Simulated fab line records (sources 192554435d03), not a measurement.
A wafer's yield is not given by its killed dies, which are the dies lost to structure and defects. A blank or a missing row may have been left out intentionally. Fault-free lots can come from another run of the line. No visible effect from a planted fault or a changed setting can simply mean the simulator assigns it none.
fab line records	flow n5Finfet
record lots=5	wafers=15	lastDay=17
route steps=1938 shown SDB@374 DUMMY_REMOVAL@377 HKMG_FIN@385 BEOL_M4@1111 PASSIVATION@1936
lots with no fault: from the same line, run without faults
startH: hours from the record's first day to the start of the lot's first wafer shown	waitH: hours from the lot's prior step to this one	" unchanged from the row above	L1.1+2: several wafers, shown together as one row	- no value, or no start was given	* or withheld: withheld	< > ~ a bound
route shown NAME@n: names a module that has steps shown in the file, with the first one's number in the route	usual: the fault-free wafers' mean and standard deviation	same: alike in all rows	chamber/n: place in a boat	sites: per-site readings	_std_site: their standard deviation	_edge_site: outer sites' mean less inner sites'	radiusMm: how far each site lies from the wafer's centre	mask NAME#n: copy n	behind: the most recent tool/chamber to have shaped the wafer	hold: cause of the lot's hold/its duration in hours/its outcome	device: whichever transistor did not switch (one of n, p or np)	end of line: the same wafers' tests at the end of the route	step lacking rows: just its recipe	killed: dies that structure and defects cost at the first sort, which is not the same as the wafer's yield	map: the dies of a wafer, with x for killed, . for not killed, _ for no die there
set.NAME: setting as actually run; set.NAME@STEP: the setting as run at that earlier step	model.NAME: the simulator's own value behind a step, which no gauge read
certain route steps with their lots: each step a table, each wafer a row
services: the hour from which a tool's chamber was out of use, counted from the record's first day as startH (under 0 if before that day), plus the number of hours and why
## steps
# step N5_SDB_CMP_30
# recipe stopOn=poly-Si	tOverpolishS=1.54	postCmpClean=alkalineBrush	downForcePsi=4.1491	platenRpm=51.796	padVelocityMS=1.0306	targetThkNm=30
# usual motorCurrentA=12.9/1.1	overpolishRunS=1.541/0.0093	timeToEndpointS=17.1/2.5
lot.wafer	tool	chamber	startH	waitH	motorCurrentA	overpolishRunS	timeToEndpointS
L895.2	cmp-04	3	141.83	1.4	11.3	1.540	15.7
L895.1	"	0	"	"	13.7	1.537	16.4
L895.6	"	0	"	"	13.1	1.534	15.7
L896.3	cmp-02	2	148.18	1.4	14.4	1.520	16.9
L896.2	"	3	"	"	11.6	1.537	17.7
L896.6	"	2	"	"	13.5	1.535	14.2
L897.4	cmp-03	2	151.61	1.5	14.1	1.542	23.0
L897.1	"	3	"	"	13.0	1.531	21.2
L897.6	"	0	"	"	11.9	1.546	21.3
L902.3	cmp-03	2	183.61	1.5	14.0	1.526	19.7
L902.2	"	3	"	"	12.9	1.547	18.3
L902.5	"	1	"	"	12.2	1.543	17.9
L906.2	cmp-02	0	208.78	1.4	12.6	1.546	19.4
L906.4	"	2	"	"	13.7	1.535	17.3
L906.5	"	1	"	"	13.7	1.548	16.3
# step N5_SDB_THK_MEAS_31
# recipe reads=a-Si_of_DUMMY_GATE_CVD_03
# usual SDB_THK=64.0/0.97
lot.wafer	tool	chamber	startH	waitH	SDB_THK[nm]
L895.1	filmMetro-01	-	142.13	-	62.0
L895.2	"	-	"	"	62.4
L895.6	"	-	"	"	63.1
L896.2	filmMetro-02	-	148.48	-	62.6
L896.3	"	-	"	"	64.5
L896.6	"	-	"	"	64.0
L897.1	filmMetro-02	-	151.82	-	63.3
L897.4	"	-	"	"	64.2
L897.6	"	-	"	"	63.5
L902.2	filmMetro-01	-	183.83	-	62.1
L902.3	"	-	"	"	63.7
L902.5	"	-	"	"	61.9
L906.2	filmMetro-02	-	209.08	-	64.0
L906.4	"	-	"	"	62.5
L906.5	"	-	"	"	63.7
# step N5_SDB_INSPECT_36
# recipe inspectInstrument=darkfield	mode=postCmp
# usual rawDefectCount=37/17
lot.wafer	tool	chamber	startH	waitH	rawDefectCount
L895.1	defectInspect-02	-	142.15	0.0	23
L895.2	"	-	"	"	29
L895.6	"	-	"	"	42
L896.2	defectInspect-02	-	148.50	0.0	37
L896.3	"	-	"	"	33
L896.6	"	-	"	"	19
L897.1	defectInspect-02	-	151.85	0.0	62
L897.4	"	-	"	"	29
L897.6	"	-	"	"	32
L902.2	defectInspect-01	-	183.85	0.0	26
L902.3	"	-	"	"	85
L902.5	"	-	"	"	64
L906.2	defectInspect-01	-	209.10	0.0	40
L906.4	"	-	"	"	55
L906.5	"	-	"	"	52
# step N5_DUMMY_REMOVAL_HM_STRIP_01
# recipe chemistry=CH3F/O2	material=SiNx	targetDepthA=40	stopOn=poly-Si	timeS=6.8	overEtchFrac=0.3	ionEnergyEv=60	powerW=410	biasW=29	Ar_flow_sccm=150	CH3F_flow_sccm=30	O2_flow_sccm=20
# usual drypumpMotorCurrentA=5.7/0.46	oesProductAu=0.66/0.064	rfVppV=127.6/0.99	showerheadPlenumPTorr=2.02/0.077	throttleValvePct=16.28/0.17
# same timeS=6.8
lot.wafer	tool	chamber	startH	waitH	drypumpMotorCurrentA	oesProductAu	rfHoursCounterH	rfVppV	showerheadPlenumPTorr	throttleValvePct
L895.1	rieDiel-05	2	142.19	0.0	5.4	0.71	57	128.0	2.11	16.14
L895.2	"	0	"	"	6.3	0.71	37	127.7	1.96	16.45
L895.6	"	3	"	"	5.3	0.58	-	128.6	1.98	16.30
L896.2	rieDiel-05	3	148.54	0.0	5.3	0.57	220	128.2	1.98	16.30
L896.3	"	1	"	"	5.3	0.71	45	127.8	2.12	16.05
L896.6	"	2	"	"	5.4	0.71	-	127.5	2.11	16.14
L897.1	rieDiel-03	3	151.91	0.1	6.1	0.79	6	129.0	2.14	16.35
L897.4	"	1	"	"	6.0	0.60	180	127.5	1.91	16.35
L897.6	"	0	"	"	5.4	0.62	-	127.2	2.01	16.49
L902.2	rieDiel-03	0	183.89	0.0	5.4	0.62	153	128.6	2.00	16.50
L902.3	"	1	"	"	6.0	0.60	191	126.8	1.91	16.38
L902.5	"	3	"	"	6.0	0.75	-	127.9	2.14	16.38
L906.2	rieDiel-05	1	209.14	0.0	5.3	0.69	63	130.1	2.11	16.08
L906.4	"	0	"	"	6.3	0.68	57	127.7	1.95	16.50
L906.5	"	0	"	"	6.3	0.68	-	126.8	1.95	16.50
# step N5_DUMMY_REMOVAL_STRIP_10
# recipe chemistry=N2/H2	timeS=40	powerW=100	tempC=40	pressureMtorr=100	rfFrequencyHz=6e+07	biasPowerW=3	n2FlowSccm=300	h2FlowSccm=300
# usual drypumpMotorCurrentA=5.7/0.46	oesProductAu=0.82/0.083	rfVppV=45.5/0.92	showerheadPlenumPTorr=3.41/0.13	tempC=40.00/0.1	throttleValvePct=12.17/0.18
# same timeS=40
lot.wafer	tool	chamber	startH	waitH	drypumpMotorCurrentA	oesProductAu	rfHoursCounterH	rfVppV	showerheadPlenumPTorr	tempC	throttleValvePct
L895.1	rieDiel-05	2	142.22	0.0	5.4	0.87	57	44.3	3.57	39.97	12.12
L895.2	"	0	"	"	6.3	0.89	37	45.5	3.31	39.89	12.33
L895.6	"	3	"	"	5.4	0.71	-	46.5	3.34	39.85	12.22
L896.2	rieDiel-05	3	148.57	0.0	5.3	0.71	220	47.3	3.34	39.94	12.24
L896.3	"	1	"	"	5.3	0.89	45	45.0	3.57	39.95	11.87
L896.6	"	2	"	"	5.5	0.87	-	46.3	3.56	40.03	12.14
L897.1	rieDiel-03	3	151.95	0.0	6.1	0.97	6	45.7	3.60	40.02	12.17
L897.4	"	1	"	"	6.0	0.74	180	45.6	3.22	39.97	12.24
L897.6	"	0	"	"	5.4	0.76	-	45.2	3.38	39.98	12.30
L902.2	rieDiel-03	0	183.92	0.0	5.4	0.76	153	45.1	3.38	40.15	12.33
L902.3	"	1	"	"	6.0	0.73	191	46.0	3.21	40.02	12.28
L902.5	"	3	"	"	6.1	0.94	-	46.0	3.59	39.93	12.21
L906.2	rieDiel-05	1	209.17	0.0	5.3	0.87	63	47.1	3.56	39.99	11.93
L906.4	"	0	"	"	6.3	0.86	57	45.4	3.30	40.03	12.39
L906.5	"	0	"	"	6.4	0.85	-	45.0	3.30	39.98	12.38
# step N5_DUMMY_REMOVAL_PRECLEAN_07
# recipe chemistry=dHF	timeS=30	tempC=25	dilution=withheld
# step N5_DUMMY_REMOVAL_DUMMY_REMOVE_02
# recipe chemistry=TMAH	tempC=70	target=poly-Si	stopOn=SiO2	targetDepthNm=142	concWtPct=5	timeS=57	dry=ipaMarangoni	rinseTimeS=30	rinseTempC=23
# step N5_DUMMY_REMOVAL_INSPECT_06
# recipe inspectInstrument=brightfield	mode=aei
# usual rawDefectCount=11/5.4
lot.wafer	tool	chamber	startH	waitH	rawDefectCount
L895.1	defectInspect-02	-	142.38	0.0	13
L895.2	"	-	"	"	11
L895.6	"	-	"	"	10
L896.2	defectInspect-02	-	148.74	0.0	13
L896.3	"	-	"	"	16
L896.6	"	-	"	"	13
L897.1	defectInspect-02	-	152.11	0.0	6
L897.4	"	-	"	"	4
L897.6	"	-	"	"	5
L902.2	defectInspect-02	-	184.08	0.0	7
L902.3	"	-	"	"	5
L902.5	"	-	"	"	11
L906.2	defectInspect-01	-	209.33	0.0	13
L906.4	"	-	"	"	13
L906.5	"	-	"	"	13
# step N5_DUMMY_REMOVAL_PRECLEAN_08
# recipe chemistry=NF3:NH3	afsCycles=2	tempC=30	timeS=20	sublimationTempC=180	sublimationTimeS=60	pressureTorr=3	rfPowerW=30
# step N5_DUMMY_REMOVAL_PRECLEAN_04
# recipe chemistry=DHF	timeS=37	tempC=25	dilution=500:1
# step N5_DUMMY_REMOVAL_SRD_05
# recipe dry=ipaMarangoni	doPpb=5	timeS=30	tempC=23	rinseLiquid=diw
# step N5_HKMG_FIN_IL_REGROW_00
# recipe material=SiO2	targetThkA=7.5	chemistry=O3	tempC=withheld	timeS=30
# step N5_HKMG_FIN_HK_ALD_01
# recipe material=HfO2	targetThkA=16	tempC=withheld	aldPrecursorFamily=HfCl4	aldCoReactant=H2O	pulseTimeS=3	purgeTimeS=3	coReactantPurgeTimeS=2.5	coReactantPulseTimeS=0.3	aldCycles=30
# usual precursorPulseHeightRel=1.000/0.019
# same coReactantPulseTimeS=0.3	pulseTimeS=3	purgeTimeS=3
lot.wafer	tool	chamber	startH	waitH	precursorPulseHeightRel
L895.1	aldHk-03	3	142.74	0.0	1.003
L895.2	"	1	"	"	1.026
L895.6	"	3	"	"	1.030
L896.2	aldHk-01	0	149.26	0.0	1.004
L896.3	"	2	"	"	1.002
L896.6	"	0	"	"	1.002
L897.1	aldHk-02	0	152.47	0.0	0.983
L897.4	"	3	"	"	0.996
L897.6	"	0	"	"	0.966
L902.2	aldHk-03	1	184.44	0.0	0.990
L902.3	"	0	"	"	0.969
L902.5	"	1	"	"	1.001
L906.2	aldHk-02	2	209.69	0.0	0.977
L906.4	"	0	"	"	0.978
L906.5	"	1	"	"	1.014
# step N5_HKMG_FIN_HK_ANNEAL_02
# recipe tempC=700	timeS=30	ambient=N2	idleTempC=600	rampUpCPerS=150	rampDownCPerS=60	coolToC=600
# usual lampPowerPct=8.81/0.054	lamp_zone_6_pct=8.724/0.0096	wafer_temp_C_max=702.9/0.62
# same timeS=30
lot.wafer	tool	chamber	startH	waitH	lampPowerPct	lamp_zone_6_pct	wafer_temp_C_max
L895.1	rtpAnneal-01	0	143.00	0.2	8.80	8.725	703.9
L895.2	"	0	"	"	8.83	8.728	703.4
L895.6	"	0	"	"	8.75	8.705	704.2
L896.2	rtpAnneal-02	0	149.48	0.1	8.74	8.733	703.5
L896.3	"	0	"	"	8.72	8.725	702.9
L896.6	"	0	"	"	8.77	8.701	701.9
L897.1	rtpAnneal-02	0	152.73	0.2	8.74	8.732	702.3
L897.4	"	0	"	"	8.78	8.726	702.8
L897.6	"	0	"	"	8.85	8.725	702.3
L902.2	rtpAnneal-01	0	184.84	0.3	8.82	8.709	702.7
L902.3	"	0	"	"	8.81	8.732	702.9
L902.5	"	0	"	"	8.81	8.735	703.3
L906.2	rtpAnneal-01	0	209.91	0.1	8.77	8.729	702.2
L906.4	"	0	"	"	8.75	8.741	703.2
L906.5	"	0	"	"	8.79	8.732	703.9
# step N5_HKMG_FIN_ALD_74
# recipe material=La2O3	targetThkA=5	tempC=250	aldPrecursorFamily=La-Cp	aldCoReactant=O3	pulseTimeS=6	coReactantPulseTimeS=1	purgeTimeS=3	coReactantPurgeTimeS=3
# step N5_HKMG_FIN_ALD_75
# recipe material=Al2O3	targetThkA=10	tempC=150	aldPrecursorFamily=TMA	aldCoReactant=H2O	pulseTimeS=withheld	coReactantPulseTimeS=1
# usual heaterPowerW=147/15	precursorPulseHeightRel=0.998/0.021	susceptorTempC=150.02/0.16
lot.wafer	tool	chamber	startH	waitH	heaterPowerW	precursorPulseHeightRel	susceptorTempC
L895.1	aldHk-02	0	143.29	0.0	133	0.952	150.12
L895.2	"	2	"	"	162	0.974	150.04
L895.6	"	1	"	"	141	0.976	150.22
L896.2	aldHk-03	1	149.74	0.0	168	0.988	149.95
L896.3	"	0	"	"	147	0.988	149.80
L896.6	"	0	"	"	151	0.988	149.84
L897.1	aldHk-01	1	153.03	0.0	121	0.997	149.82
L897.4	"	0	"	"	138	1.006	150.20
L897.6	"	2	"	"	142	0.989	150.00
L902.2	aldHk-01	1	185.10	0.0	123	0.976	150.02
L902.3	"	2	"	"	149	0.994	149.96
L902.5	"	2	"	"	152	0.984	149.94
L906.2	aldHk-01	1	210.17	0.0	116	1.001	149.82
L906.4	"	3	"	"	177	0.976	150.12
L906.5	"	3	"	"	175	0.996	150.26
# step N5_HKMG_FIN_COAT_41
# recipe resist=SOC	tempC=250	timeS=60	spinRpm=1500	resistThkNm=300
# step N5_HKMG_FIN_COAT_42
# recipe resist=SiARC	tempC=220	timeS=60	spinRpm=1500	resistThkNm=35
# step N5_HKMG_FIN_COAT_43
# recipe resist=CAR-ArF	spinRpm=1500	resistThkNm=90
# step N5_HKMG_FIN_EBR_45
# recipe solvent=PGMEA	ebrWidthMm=1.5
# step N5_HKMG_FIN_SOFTBAKE_44
# recipe tempC=110	timeS=60	resist=CAR-ArF
# step N5_HKMG_FIN_EXPOSE_46
# recipe maskId=NDIPOLE	na=1.35	sourceShape=conventional	sigmaOuter=0.8	polarization=unpolarized	doseMj=40
# step N5_HKMG_FIN_PEB_47
# recipe pebTempC=withheld	pebTimeS=60	resist=CAR-ArF
# step N5_HKMG_FIN_DEVELOP_48
# recipe developTimeS=30	developer=TMAH	resist=CAR-ArF	rinseLiquid=diw	dry=airSpin	devTempC=23
# step N5_HKMG_FIN_CD_MEAS_49
# recipe targetCdNm=202	landingEnergyEv=500	detector=seInlens	polarity=opening
# usual cdNm=201.9/0.55
# same landingEnergyEv=500
lot.wafer	tool	chamber	startH	waitH	cdNm
L895.1	cdSem-02	0	143.79	-	202.4
L895.2	"	0	"	"	201.0
L895.6	"	0	"	"	201.9
L896.2	cdSem-02	0	150.22	-	202.9
L896.3	"	0	"	"	202.5
L896.6	"	0	"	"	203.3
L897.1	cdSem-02	0	153.37	-	202.4
L897.4	"	0	"	"	202.3
L897.6	"	0	"	"	202.5
L902.2	cdSem-01	0	185.45	-	201.6
L902.3	"	0	"	"	201.3
L902.5	"	0	"	"	201.3
L906.2	cdSem-02	0	210.64	-	201.8
L906.4	"	0	"	"	201.5
L906.5	"	0	"	"	200.7
# step N5_HKMG_FIN_OVL_MEAS_50
# recipe pointsPerWafer=44
# usual NDIPOLE_OVL=0.1/0.59
lot.wafer	tool	chamber	startH	waitH	NDIPOLE_OVL[nm]
L895.1	overlay-02	0	143.82	0.0	0.0
L895.2	"	0	"	"	0.6
L895.6	"	0	"	"	0.1
L896.2	overlay-01	0	150.25	0.0	0.4
L896.3	"	0	"	"	0.9
L896.6	"	0	"	"	0.8
L897.1	overlay-01	0	153.40	0.0	0.2
L897.4	"	0	"	"	0.5
L897.6	"	0	"	"	0.3
L902.2	overlay-01	0	185.48	0.0	0.9
L902.3	"	0	"	"	0.3
L902.5	"	0	"	"	0.9
L906.2	overlay-01	0	210.66	0.0	-0.2
L906.4	"	0	"	"	0.7
L906.5	"	0	"	"	0.2
# step N5_HKMG_FIN_INSPECT_61
# recipe mode=adi	inspectInstrument=macro
# usual rawDefectCount=2.0/1.3
lot.wafer	tool	chamber	startH	waitH	rawDefectCount
L895.1	defectInspect-02	-	143.84	0.0	1
L895.2	"	-	"	"	1
L895.6	"	-	"	"	3
L896.2	defectInspect-01	-	150.27	0.0	1
L896.3	"	-	"	"	1
L896.6	"	-	"	"	1
L897.1	defectInspect-01	-	153.42	0.0	2
L897.4	"	-	"	"	3
L897.6	"	-	"	"	3
L902.2	defectInspect-02	-	185.50	0.0	2
L902.3	"	-	"	"	>300
L902.5	"	-	"	"	1
L906.2	defectInspect-01	-	210.69	0.0	3
L906.4	"	-	"	"	2
L906.5	"	-	"	"	3
# step N5_HKMG_FIN_DESCUM_53
# recipe chemistry=O2	timeS=7.9	sourcePowerW=50	biasPowerW=20	pressureMtorr=20	rfFrequencyHz=2.712e+07	tempC=40	resist=CAR-ArF	o2FlowSccm=225
# step N5_BEOL_M4_RC_MEAS_101
# usual DIBL_N=36.5/1.4	DIBL_P=36.6/1.6	IOFF_N=0.160/0.024	IOFF_P=0.217/0.029	ION_N=674/8.7	ION_P=464/6.5	SS_N=71.6/0.47	SS_P=73.4/0.57	VT_N=250.0/2.5	VT_P=-250/3.1
lot.wafer	tool	chamber	startH	waitH	DIBL_N[mV/V]	DIBL_P[mV/V]	IOFF_N[nA/um]	IOFF_P[nA/um]	ION_N[uA/um]	ION_P[uA/um]	SS_N[mV/dec]	SS_P[mV/dec]	VT_N[mV]	VT_P[mV]
L895.1	prober-01	0	243.84	0.0	37.9	37.8	0.179	0.259	674	466	71.5	73.1	248.5	-245
L895.2	"	0	"	"	37.2	37.1	0.170	0.244	684	474	71.3	73.9	247.9	-248
L895.6	"	0	"	"	36.6	36.2	0.155	0.221	680	468	71.7	72.8	249.9	-247
L896.2	prober-01	0	257.61	0.2	36.3	37.0	0.142	0.190	670	462	72.3	73.6	252.4	-254
L896.3	"	0	"	"	35.1	34.0	0.123	0.161	658	450	71.1	73.2	254.8	-255
L896.6	"	0	"	"	35.4	35.5	0.130	0.169	669	453	71.5	73.7	253.9	-254
L897.1	prober-02	0	260.27	0.0	37.5	37.1	0.164	0.228	676	468	72.0	73.8	251.5	-248
L897.4	"	0	"	"	35.9	36.0	0.144	0.210	671	462	72.1	72.0	252.7	-250
L897.6	"	0	"	"	37.0	37.2	0.159	0.241	671	463	71.9	73.0	250.1	-247
L902.2	prober-02	0	289.12	0.2	34.8	35.7	0.137	0.188	669	462	71.1	73.2	250.9	-255
L902.3	"	0	"	"	36.4	36.4	0.147	0.208	666	460	72.1	73.9	252.5	-251
L902.5	"	0	"	"	35.2	36.0	0.134	0.193	658	458	71.9	73.4	254.7	-251
L906.2	prober-02	0	304.29	0.2	38.1	38.6	0.208	0.260	689	466	71.6	73.7	244.8	-247
L906.4	"	0	"	"	37.4	36.5	0.174	0.223	680	465	72.1	73.2	249.1	-249
L906.5	"	0	"	"	37.2	36.6	0.172	0.221	677	460	71.8	73.5	249.9	-250
# step N5_PASSIVATION_PROBE_49
# usual defectLimitedYield=91.2/1.4	killed_at_M0_to_M3=34/9.4	killed_at_M4_up=13/5.8	killedAtContacts=13/6.4	killedAtFrontEnd=41/11	killedAtOther=3.1/2.3	killedDies=103/16	killedOpen=69/12	killedShort=33/7.8	sort_bin_5_function=5.1/0.91	sort_bin_6_memory=3.3/0.63	sortNPass=1077/16	sortYieldPct=91.2/1.4
# same grossDies=1180	killedAtBackSide=0	sort_bin_4_leakage[%]=0	sort_bin_8_speed[%]=0
lot.wafer	tool	chamber	startH	waitH	defectLimitedYield[%]	killed_at_M0_to_M3	killed_at_M4_up	killedAtContacts	killedAtFrontEnd	killedAtOther	killedDies	killedOpen	killedShort	sort_bin_5_function[%]	sort_bin_6_memory[%]	sortNPass	sortYieldPct[%]
L902.3	prober-02	-	384.13	0.1	81.9	42	14	9	147	2	214	62	24	11.6	4.2	966	81.9
# killed by level:class
L902.3 HKMG_FIN:unspecified=126 BEOL_M1:geometricParticle:open=14 BEOL_M0_SAQP:geometricParticle:open=13 MOL_CONTACT_COAG:geometricParticle:open=9 BEOL_M5:geometricParticle:open=4 GATE_CUT:geometricParticle:open=4 GATE_CUT:geometricParticle:short=4 FIN_SAQP:geometricParticle:short=3
# map L902.3 (x killed, . not)
_________________............________________
______________.................._____________
___________..............x...xxx...__________
__________........x.....x...x......._________
________x.......................x..x.._______
_______.x..................x....x......______
______.................................._____
_____.......x............x........x....x.____
____...........x.............x............___
___..x.............xx...x..................__
___.......................xx.............x.__
__........xx................................_
__...x...............x..................x..x_
_.x...x.............x.....x..x.....x.........
_...............x.......................x....
_............x........x.......x..............
_.x..........x.....x......x..x...............
_x...............................x.....x.....
_..........x...x.x.x.........................
_.............x............x..............x..
_................x.........................x.
__x.....................x..........x........_
__................x.x..x.x........x........._
___.....xxx........xxxxx.xxx............x..__
___.............xx..xx.xxx.x.....x.........__
____...........x.xxxxxxxxxxxxx........x...___
_____..x.....x..xxxxxxxxxxxxxx..x..x.....____
______.x........xx.xxxxxxxxxxxx........._____
_______x........xxxxxxxxxxxxxxx.x..x...______
________x..........xxxxxxxxxxxxx......_______
__________......xxxxxxxxxxxxxx....x._________
___________..x..xxxxxxxxxxxxx......__________
______________....x.xxxxxxxxx.x._____________
_________________...x..xx..xx________________
# map L895.2 (x killed, . not)
_________________............________________
______________..xx...........x.._____________
___________x.x.x..........x........__________
__________.x...x.......x.......x.x.._________
________........x.....x.......x......._______
_______.....x.............x............______
______........x..x....................x._____
_____x..........x..........x.............____
____x...............x..x....x.............___
___..x.............x...x...................__
___x......................x............x.x.__
__........x...........x...x................._
__.x.......x.....................x.....x...._
_x...x.x...x............x......x........x....
_..................x.x...x...................
_.....................x.xx........x..........
_............................................
_...................x...................x....
_...x....x..x.x.........x...............x....
_.....x.x..x...x.........x...............x...
_.........................x..........x.......
__.....x............x......................._
__.......x..x....................x.x..x....x_
___......x.......x......x......x.......x...__
___...........................xx..x........__
____..x.....x..x.........................x___
_____.x.................................x____
______.........x...x...................._____
_______.x..x..............x............______
________........................x....._______
__________....x...............x.x..._________
___________.x.x....................__________
______________....x..x......x..x_____________
_________________.x.........x________________
## services
tool	chamber	startH	hours	kind
aldHk-03	-	132.21	1.3	repair
rieDiel-03	2	166.17	6.7	repair
cmp-02	-	172.36	4.9	pm
cmp-02	-	194.36	2.7	repair
cmp-04	-	194.47	1.4	repair
cmp-03	-	198.27	1.0	repair
aldHk-03	-	203.77	14.6	pm
## key
firstSign step=N5_HKMG_FIN_INSPECT_61	reading=rawDefectCount	direction=up	sigmas=99+	usual=2.0	struck=>300
effect step=N5_PASSIVATION_PROBE_49	reading=killedAtFrontEnd	direction=up	sigmas=9.4	usual=41	struck=147
moreKillsBornAt N5_HKMG_FIN_HK_ALD_01@aldHk-03=126
metAt N5_HKMG_FIN_HK_ALD_01
struckWafers L902.3
fault kind=chamberParticleSource	tool=aldHk-03	chamber=0	onsetH=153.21	steps=N5_HKMG_FIN_HK_ALD_01	ratePerVisitCm2=0.73765	endH=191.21
